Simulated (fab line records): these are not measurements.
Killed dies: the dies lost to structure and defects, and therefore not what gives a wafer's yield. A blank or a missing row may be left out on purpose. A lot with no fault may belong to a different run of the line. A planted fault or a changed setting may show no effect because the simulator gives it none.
fab line records -- flow n5_finfet
record: lots: 10, wafers: 30, last_day: 17
route steps=1938 shown BEOL_M3@990 BEOL_M4@1111 PASSIVATION@1936
lots that met no fault: from a run of the same line without faults
start_h: start of the lot's first displayed wafer, in hours after the record's first day -- wait_h: hours from the lot's prior step to this one -- " identical to the entry in the row above -- L1.1+2: a single row standing in for several wafers -- - value missing, or start not given -- * or withheld: withheld -- < > ~ a bound
route shown NAME@n: NAME is a module with steps in the file, n the number in the route of the first one -- usual: mean/standard deviation taken from wafers without a fault -- same: alike in all rows -- chamber/n: place in a boat -- sites: readings site by site -- _std_site: the values' standard deviation -- _edge_site: inner sites' mean taken away from outer sites' mean -- radius_mm: how far each site lies from the wafer's centre -- mask NAME#n: copy n -- behind: tool/chamber where the wafer was last shaped -- hold: why the lot went on hold/how many hours it stayed there/how the hold came to an end -- device: names the non-switching transistor (n, p or np) -- end of line: the same wafers' tests at the end of the route -- a step with no rows: only its recipe -- killed: dies that structure and defects cost at the first sort, which is not the same as the wafer's yield -- map: per-die view of a wafer (x killed, . not killed, _ where there is no die)
set.NAME: the setting that was run; set.NAME@STEP: the one run at that earlier step -- model.NAME: the simulator's own value behind a step, which no gauge read
one table for each step of the route and one row for each wafer, over a sample of lots
== steps ==
step: N5_BEOL_M3_PRE_CLEAN_45
recipe: gas: H2/He, time_s: 30, temp_c: 250
usual: heater_power_w: 324/33
lot.wafer,tool,chamber,start_h,wait_h,heater_power_w
L565.3,pvd_sputter-02,-,203.98,0.0,337
L565.5,pvd_sputter-02,-,203.98,0.0,273
L565.6,pvd_sputter-02,-,203.98,0.0,336
L567.1,pvd_sputter-03,-,216.65,0.0,385
L567.4,pvd_sputter-03,-,216.65,0.0,321
L567.5,pvd_sputter-03,-,216.65,0.0,278
L569.2,pvd_sputter-02,-,228.02,0.0,332
L569.4,pvd_sputter-02,-,228.02,0.0,276
L569.5,pvd_sputter-02,-,228.02,0.0,279
L572.1,pvd_sputter-01,-,239.77,0.0,372
L572.2,pvd_sputter-01,-,239.77,0.0,350
L572.5,pvd_sputter-01,-,239.77,0.0,366
L573.3,pvd_sputter-02,-,240.00,0.0,320
L573.4,pvd_sputter-02,-,240.00,0.0,358
L573.5,pvd_sputter-02,-,240.00,0.0,324
L575.2,pvd_sputter-03,-,248.38,0.0,285
L575.5,pvd_sputter-03,-,248.38,0.0,280
L575.6,pvd_sputter-03,-,248.38,0.0,317
L578.3,pvd_sputter-03,-,273.70,0.0,291
L578.4,pvd_sputter-03,-,273.70,0.0,317
L578.6,pvd_sputter-03,-,273.70,0.0,282
L579.3,pvd_sputter-02,-,284.65,0.0,347
L579.4,pvd_sputter-02,-,284.65,0.0,273
L579.5,pvd_sputter-02,-,284.65,0.0,329
L580.1,pvd_sputter-01,-,291.04,0.0,371
L580.4,pvd_sputter-01,-,291.04,0.0,339
L580.6,pvd_sputter-01,-,291.04,0.0,363
L582.1,pvd_sputter-02,-,299.74,0.0,270
L582.3,pvd_sputter-02,-,299.74,0.0,353
L582.6,pvd_sputter-02,-,299.74,0.0,336
step: N5_BEOL_M3_SPUTTER_88
recipe: material: Cu, target_thk_a: 45, temp_c: -20, chamber_pressure_pa: 0.07, power_w: withheld, time_s: 8.29
usual: chamber_pressure_pa: 0.07/0.00013, chuck_gas_flow_sccm: 1.26/0.048, throttle_valve_pct: 29.9/1.1
lot.wafer,tool,chamber,start_h,wait_h,chamber_pressure_pa,chuck_gas_flow_sccm,throttle_valve_pct
L565.3,pvd_sputter-02,-,205.64,0.1,0.06992,1.25,29.9
L565.5,pvd_sputter-02,-,205.64,0.1,0.07007,1.28,31.2
L565.6,pvd_sputter-02,-,205.64,0.1,0.0697,1.29,28.6
L567.1,pvd_sputter-02,-,218.18,0.1,-,-,-
L567.4,pvd_sputter-02,-,218.18,0.1,-,-,-
L567.5,pvd_sputter-02,-,218.18,0.1,-,-,-
L569.2,pvd_sputter-01,-,229.61,0.1,-,-,-
L569.4,pvd_sputter-01,-,229.61,0.1,-,-,-
L569.5,pvd_sputter-01,-,229.61,0.1,-,-,-
L572.1,pvd_sputter-02,-,241.26,0.1,0.06975,1.31,28.7
L572.2,pvd_sputter-02,-,241.26,0.1,0.06991,1.28,29.6
L572.5,pvd_sputter-02,-,241.26,0.1,0.06975,1.31,29.6
L573.3,pvd_sputter-03,-,241.95,0.1,0.06987,1.30,28.4
L573.4,pvd_sputter-03,-,241.95,0.1,0.06985,1.24,28.7
L573.5,pvd_sputter-03,-,241.95,0.1,0.06991,1.25,29.7
L575.2,pvd_sputter-03,-,249.81,0.1,0.07003,1.29,28.7
L575.5,pvd_sputter-03,-,249.81,0.1,0.06997,1.25,28.5
L575.6,pvd_sputter-03,-,249.81,0.1,0.07008,1.24,28.5
L578.3,pvd_sputter-01,-,275.45,0.1,0.06998,1.27,29.5
L578.4,pvd_sputter-01,-,275.45,0.1,0.06971,1.21,31.1
L578.6,pvd_sputter-01,-,275.45,0.1,0.07009,1.30,29.8
L579.3,pvd_sputter-02,-,286.25,0.1,0.07012,1.28,29.6
L579.4,pvd_sputter-02,-,286.25,0.1,0.07001,1.28,30.0
L579.5,pvd_sputter-02,-,286.25,0.1,0.06998,1.24,31.3
L580.1,pvd_sputter-03,-,292.44,0.1,0.06991,1.37,31.7
L580.4,pvd_sputter-03,-,292.44,0.1,0.06994,1.25,28.5
L580.6,pvd_sputter-03,-,292.44,0.1,0.07014,1.29,30.0
L582.1,pvd_sputter-02,-,301.27,0.1,0.06986,1.34,31.5
L582.3,pvd_sputter-02,-,301.27,0.1,0.07,1.24,29.9
L582.6,pvd_sputter-02,-,301.27,0.1,0.07001,1.23,31.1
step: N5_BEOL_M3_SPUTTER_90
recipe: material: Cu, target_thk_a: 45, temp_c: -20, chamber_pressure_pa: 0.07, power_w: withheld, time_s: 8.29
usual: chamber_pressure_pa: 0.06997/0.00014, chuck_gas_flow_sccm: 1.27/0.051, throttle_valve_pct: 30.0/1.1
lot.wafer,tool,chamber,start_h,wait_h,chamber_pressure_pa,chuck_gas_flow_sccm,throttle_valve_pct
L565.3,pvd_sputter-02,-,205.86,0.1,0.06998,1.27,30.0
L565.5,pvd_sputter-02,-,205.86,0.1,0.06982,1.18,31.4
L565.6,pvd_sputter-02,-,205.86,0.1,0.07003,1.35,28.7
L567.1,pvd_sputter-02,-,218.40,0.1,0.07008,1.32,28.9
L567.4,pvd_sputter-02,-,218.40,0.1,0.06993,1.31,29.6
L567.5,pvd_sputter-02,-,218.40,0.1,0.07009,1.35,29.9
L569.2,pvd_sputter-01,-,229.83,0.1,0.06992,1.25,29.6
L569.4,pvd_sputter-01,-,229.83,0.1,0.06976,1.28,29.7
L569.5,pvd_sputter-01,-,229.83,0.1,0.07007,1.30,29.9
L572.1,pvd_sputter-02,-,241.48,0.1,0.0701,1.27,28.9
L572.2,pvd_sputter-02,-,241.48,0.1,0.06965,1.21,29.7
L572.5,pvd_sputter-02,-,241.48,0.1,0.06976,1.24,29.9
L573.3,pvd_sputter-03,-,242.17,0.1,0.0699,1.30,28.5
L573.4,pvd_sputter-03,-,242.17,0.1,0.06951,1.21,28.5
L573.5,pvd_sputter-03,-,242.17,0.1,0.07006,1.24,29.8
L575.2,pvd_sputter-03,-,250.03,0.1,0.07008,1.26,28.6
L575.5,pvd_sputter-03,-,250.03,0.1,0.07004,1.42,28.7
L575.6,pvd_sputter-03,-,250.03,0.1,0.06996,1.23,28.6
L578.3,pvd_sputter-01,-,275.67,0.1,0.07019,1.25,29.7
L578.4,pvd_sputter-01,-,275.67,0.1,0.07,1.31,30.9
L578.6,pvd_sputter-01,-,275.67,0.1,0.0698,1.27,29.9
L579.3,pvd_sputter-02,-,286.47,0.1,0.06994,1.32,29.6
L579.4,pvd_sputter-02,-,286.47,0.1,0.07003,1.29,30.1
L579.5,pvd_sputter-02,-,286.47,0.1,0.06979,1.25,31.4
L580.1,pvd_sputter-03,-,292.66,0.1,0.06995,1.29,32.0
L580.4,pvd_sputter-03,-,292.66,0.1,0.07009,1.31,28.6
L580.6,pvd_sputter-03,-,292.66,0.1,0.07013,1.26,29.7
L582.1,pvd_sputter-02,-,301.49,0.1,0.07021,1.27,31.5
L582.3,pvd_sputter-02,-,301.49,0.1,0.06973,1.27,29.8
L582.6,pvd_sputter-02,-,301.49,0.1,0.06983,1.23,31.3
step: N5_BEOL_M3_SPUTTER_94
recipe: material: Cu, target_thk_a: 45, temp_c: -20, chamber_pressure_pa: 0.07, power_w: withheld, time_s: 8.29
usual: chamber_pressure_pa: 0.07001/0.00012, chuck_gas_flow_sccm: 1.26/0.049, throttle_valve_pct: 30.0/1.1
lot.wafer,tool,chamber,start_h,wait_h,chamber_pressure_pa,chuck_gas_flow_sccm,throttle_valve_pct
L565.3,pvd_sputter-02,-,206.30,0.1,0.07014,1.32,30.0
L565.5,pvd_sputter-02,-,206.30,0.1,0.06991,1.27,31.1
L565.6,pvd_sputter-02,-,206.30,0.1,0.06982,1.29,28.6
L567.1,pvd_sputter-02,-,218.84,0.1,0.07007,1.28,28.6
L567.4,pvd_sputter-02,-,218.84,0.1,0.06995,1.24,29.9
L567.5,pvd_sputter-02,-,218.84,0.1,0.07014,1.33,29.9
L569.2,pvd_sputter-01,-,230.27,0.1,0.0699,1.34,29.8
L569.4,pvd_sputter-01,-,230.27,0.1,0.07,1.29,29.7
L569.5,pvd_sputter-01,-,230.27,0.1,0.07007,1.35,29.8
L572.1,pvd_sputter-02,-,241.92,0.1,0.07029,1.24,28.5
L572.2,pvd_sputter-02,-,241.92,0.1,0.07016,1.26,29.5
L572.5,pvd_sputter-02,-,241.92,0.1,0.06982,1.31,29.4
L573.3,pvd_sputter-03,-,242.61,0.1,0.06999,1.28,28.4
L573.4,pvd_sputter-03,-,242.61,0.1,0.07009,1.25,28.4
L573.5,pvd_sputter-03,-,242.61,0.1,0.06997,1.21,29.8
L575.2,pvd_sputter-03,-,250.47,0.1,0.07003,1.22,28.5
L575.5,pvd_sputter-03,-,250.47,0.1,0.06972,1.24,28.7
L575.6,pvd_sputter-03,-,250.47,0.1,0.07003,1.26,28.6
L578.3,pvd_sputter-01,-,276.11,0.1,0.06998,1.26,29.2
L578.4,pvd_sputter-01,-,276.11,0.1,0.07013,1.24,31.1
L578.6,pvd_sputter-01,-,276.11,0.1,0.06991,1.32,29.6
L579.3,pvd_sputter-02,-,286.91,0.1,0.07014,1.36,29.6
L579.4,pvd_sputter-02,-,286.91,0.1,0.06981,1.23,30.0
L579.5,pvd_sputter-02,-,286.91,0.1,0.0702,1.21,31.2
L580.1,pvd_sputter-03,-,293.10,0.1,0.06989,1.19,31.8
L580.4,pvd_sputter-03,-,293.10,0.1,0.06985,1.22,28.3
L580.6,pvd_sputter-03,-,293.10,0.1,0.06991,1.25,29.9
L582.1,pvd_sputter-02,-,301.93,0.1,0.06992,1.28,31.3
L582.3,pvd_sputter-02,-,301.93,0.1,0.07013,1.31,30.0
L582.6,pvd_sputter-02,-,301.93,0.1,0.07012,1.28,31.4
step: N5_BEOL_M4_RC_MEAS_101
usual: DIBL_N: 37.5/2.5, DIBL_P: 38/3.1, IOFF_N: 0.19/0.059, IOFF_P: 0.24/0.061, ION_N: 679/16, ION_P: 465/9.8, SS_N: 72.0/0.8, SS_P: 73.7/0.86, VT_N: 248/4.5, VT_P: -249/3.5
lot.wafer,tool,chamber,start_h,wait_h,DIBL_N[mV/V],DIBL_P[mV/V],IOFF_N[nA/um],IOFF_P[nA/um],ION_N[uA/um],ION_P[uA/um],SS_N[mV/dec],SS_P[mV/dec],VT_N[mV],VT_P[mV]
L565.3,prober-01,0,215.59,0.3,33.7,34,0.12,0.17,662,453,71.2,72.9,255,-252
L565.5,prober-01,0,215.59,0.3,37.1,39,0.18,0.23,677,464,71.8,73.8,249,-246
L565.6,prober-01,0,215.59,0.3,41.1,44,0.31,0.34,705,477,73.1,75.8,244,-245
L567.1,prober-01,0,237.18,0.1,34.4,35,0.10,0.16,657,453,70.8,73.2,260,-253
L567.4,prober-01,0,237.18,0.1,38.7,39,0.18,0.24,673,467,71.8,74.1,247,-249
L567.5,prober-01,0,237.18,0.1,37.1,37,0.14,0.20,651,452,71.5,73.1,252,-251
L569.2,prober-01,0,251.57,0.2,39.7,42,0.30,0.37,716,484,72.8,74.3,239,-239
L569.4,prober-01,0,251.57,0.2,33.7,34,0.13,0.19,670,461,72.0,72.9,252,-251
L569.5,prober-01,0,251.57,0.2,36.6,38,0.21,0.29,701,486,71.9,74.4,241,-244
L572.1,prober-02,0,257.03,0.0,37.5,37,0.20,0.30,706,489,70.9,73.4,242,-244
L572.2,prober-02,0,257.03,0.0,36.4,34,0.16,0.23,689,470,72.0,72.9,249,-248
L572.5,prober-02,0,257.03,0.0,36.5,35,0.18,0.26,684,479,71.7,72.7,249,-244
L573.3,prober-02,0,259.21,0.3,35.8,36,0.13,0.21,659,465,71.9,73.3,256,-249
L573.4,prober-02,0,259.21,0.3,36.5,37,0.14,0.21,658,455,71.5,73.3,252,-250
L573.5,prober-02,0,259.21,0.3,38.3,38,0.19,0.27,682,471,72.0,74.3,248,-248
L575.2,prober-02,0,262.83,0.2,36.4,37,0.15,0.19,668,458,71.9,73.5,253,-251
L575.5,prober-02,0,262.83,0.2,36.4,37,0.15,0.20,679,466,72.0,73.8,252,-252
L575.6,prober-02,0,262.83,0.2,37.9,40,0.19,0.24,689,471,72.1,74.0,248,-248
L578.3,prober-02,0,288.15,0.3,37.6,37,0.19,0.24,683,463,72.1,73.9,249,-249
L578.4,prober-02,0,288.15,0.3,35.7,34,0.16,0.21,667,462,71.5,73.3,249,-250
L578.6,prober-02,0,288.15,0.3,37.4,36,0.20,0.24,685,466,72.0,73.8,244,-250
L580.1,prober-01,0,310.43,0.0,38.6,42,0.21,0.29,685,475,72.0,74.4,247,-249
L580.4,prober-01,0,310.43,0.0,39.0,39,0.20,0.23,676,455,71.8,74.7,247,-251
L580.6,prober-01,0,310.43,0.0,39.9,41,0.23,0.26,687,466,72.2,74.6,245,-249
L579.3,prober-02,0,310.66,0.3,40.5,38,0.23,0.26,684,465,72.7,73.8,246,-249
L579.4,prober-02,0,310.66,0.3,38.6,36,0.17,0.22,662,460,73.0,73.4,250,-249
L579.5,prober-02,0,310.66,0.3,39.9,38,0.21,0.25,687,466,71.8,74.0,250,-248
L582.1,prober-02,0,317.13,0.0,36.5,37,0.18,0.22,681,462,72.6,73.0,250,-249
L582.3,prober-02,0,317.13,0.0,36.5,39,0.19,0.27,690,476,72.7,74.0,247,-247
L582.6,prober-02,0,317.13,0.0,36.0,37,0.15,0.20,677,461,72.3,73.7,253,-253
step: N5_PASSIVATION_PROBE_49
usual: defect_limited_yield: 91.0/1.4, killed_at_M0_to_M3: 35/10, killed_at_M4_up: 14/5.5, killed_at_contacts: 13/5.6, killed_at_front_end: 41/11, killed_at_other: 4/3.4, killed_dies: 106/16, killed_open: 68/12, killed_short: 35/7.3, sort_bin_4_leakage: 0.3/2.1, sort_bin_5_function: 5.3/0.89, sort_bin_6_memory: 3.4/0.67, sort_bin_8_speed: 0.01/0.11, sort_n_pass: 1070/28, sort_yield_pct: 90.7/2.4
same: gross_dies: 1180, killed_at_back_side: 0
lot.wafer,tool,chamber,start_h,wait_h,defect_limited_yield[%],killed_at_M0_to_M3,killed_at_M4_up,killed_at_contacts,killed_at_front_end,killed_at_other,killed_dies,killed_open,killed_short,sort_bin_4_leakage[%],sort_bin_5_function[%],sort_bin_6_memory[%],sort_bin_8_speed[%],sort_n_pass,sort_yield_pct[%]
L567.1,prober-02,-,350.52,0.0,88.4,44,7,9,64,13,137,93,38,0,6.9,4.4,0,1043,88.4
L567.4,prober-02,-,350.67,0.2,88.8,60,9,11,42,10,132,75,50,0,6.1,4.7,0,1048,88.8
L567.5,prober-02,-,350.72,0.2,91.0,47,11,8,36,4,106,65,35,0,5.8,3.0,0,1074,91.0
L569.2,prober-02,-,372.05,0.1,89.1,36,24,14,55,0,129,88,33,0.3,5.6,4.7,0,1048,88.8
L569.4,prober-02,-,372.15,0.2,90.6,43,12,18,35,3,111,70,30,0,5.0,3.7,0,1069,90.6
L569.5,prober-02,-,372.20,0.2,90.5,26,21,17,44,4,112,77,25,0,5.5,3.7,0,1068,90.5
L579.3,prober-02,-,411.54,0.1,90.4,27,7,14,63,2,113,63,40,0,5.3,3.3,0,1067,90.4
L579.4,prober-02,-,411.59,0.2,91.4,35,13,21,32,1,102,61,40,0,4.7,3.5,0,1078,91.4
L579.5,prober-02,-,411.64,0.2,89.4,38,20,22,39,6,125,80,43,0,6.0,4.0,0,1055,89.4
killed by level:class
L567.1 STI_FIN_REVEAL:geometric_particle:open=18 FIN_SAQP:geometric_particle:open=11 BEOL_M1:geometric_particle:open=11 BEOL_M3:geometric_particle:open=10 DUMMY_GATE:geometric_particle:open=9 GATE_CUT:geometric_particle:short=8 FIN_SAQP:geometric_particle:short=7 MOL_CONTACT_COAG:geometric_particle:open=7
L567.4 BEOL_M0_SAQP:geometric_particle:short=18 FIN_SAQP:geometric_particle:short=11 BEOL_M1:geometric_particle:open=11 FIN_SAQP:geometric_particle:open=10 MOL_CONTACT_COAG:geometric_particle:open=9 BEOL_M0_SAQP:geometric_particle:open=8 DUMMY_GATE:geometric_particle:open=6 BEOL_M3:interface_void_opened=5
L567.5 BEOL_M0_SAQP:geometric_particle:open=11 STI_FIN_REVEAL:geometric_particle:open=10 BEOL_M1:geometric_particle:open=10 MOL_CONTACT_COAG:geometric_particle:open=7 BEOL_M1:geometric_particle:short=7 DUMMY_GATE:geometric_particle:open=6 BEOL_M3:interface_void_opened=6 FIN_SAQP:geometric_particle:short=5
L569.2 FIN_SAQP:geometric_particle:open=13 MOL_CONTACT_COAG:geometric_particle:open=13 BEOL_M4:geometric_particle:open=12 BEOL_M2:geometric_particle:open=10 FIN_SAQP:geometric_particle:short=8 BEOL_M0_SAQP:geometric_particle:short=6 STI_FIN_REVEAL:geometric_particle:open=5 STARTING-WAFER:geometric_particle:open=5
L569.4 BEOL_M1:geometric_particle:open=16 MOL_CONTACT_COAG:geometric_particle:open=15 BEOL_M0_SAQP:geometric_particle:short=8 STI_FIN_REVEAL:geometric_particle:open=7 BEOL_M3:interface_void_opened=6 DUMMY_GATE:geometric_particle:open=5 BEOL_M4:geometric_particle:open=5 BEOL_M3:geometric_particle:open=4
L569.5 MOL_CONTACT_COAG:geometric_particle:open=12 BEOL_M4:geometric_particle:open=11 DUMMY_GATE:geometric_particle:open=10 STI_FIN_REVEAL:geometric_particle:open=9 BEOL_M0_SAQP:geometric_particle:open=5 BEOL_M3:interface_void_opened=5 MOL_CONTACT_COAG:geometric_particle:short=4 BEOL_M0_SAQP:geometric_particle:short=4
L579.3 FIN_SAQP:geometric_particle:short=18 MOL_CONTACT_COAG:geometric_particle:open=12 BEOL_M3:geometric_particle:open=8 FIN_SAQP:geometric_particle:open=7 STI_FIN_REVEAL:geometric_particle:open=7 HKMG_FIN:area_etch=7 DUMMY_GATE:geometric_particle:open=6 BEOL_M0_SAQP:geometric_particle:open=6
L579.4 MOL_CONTACT_COAG:geometric_particle:open=17 FIN_SAQP:geometric_particle:short=14 BEOL_M1:geometric_particle:open=9 BEOL_M3:geometric_particle:open=9 FIN_SAQP:geometric_particle:open=7 BEOL_M0_SAQP:geometric_particle:short=6 BEOL_M4:geometric_particle:short=5 BEOL_M4:geometric_particle:open=5
L579.5 MOL_CONTACT_COAG:geometric_particle:open=15 BEOL_M4:geometric_particle:open=14 FIN_SAQP:geometric_particle:short=12 BEOL_M1:geometric_particle:open=10 BEOL_M3:geometric_particle:open=8 STI_FIN_REVEAL:geometric_particle:open=7 MOL_CONTACT_COAG:geometric_particle:short=7 BEOL_M2:geometric_particle:open=5
== key ==
first_sign: step: N5_BEOL_M3_SPUTTER_88, reading: tool_record, direction: missing
effect none on later readings
met_at N5_BEOL_M3_SPUTTER_88
struck_lots L567,L569
not_acting_at N5_BEOL_M3_PRE_CLEAN_45,N5_BEOL_M3_SPUTTER_90,N5_BEOL_M3_SPUTTER_94
onset_between 205.64 218.18
fault: kind: skipped_step_whole, tool: pvd_sputter-01,pvd_sputter-02, chamber: -, onset_h: 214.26, steps: N5_BEOL_M3_SPUTTER_88, scope: struck_lots_only
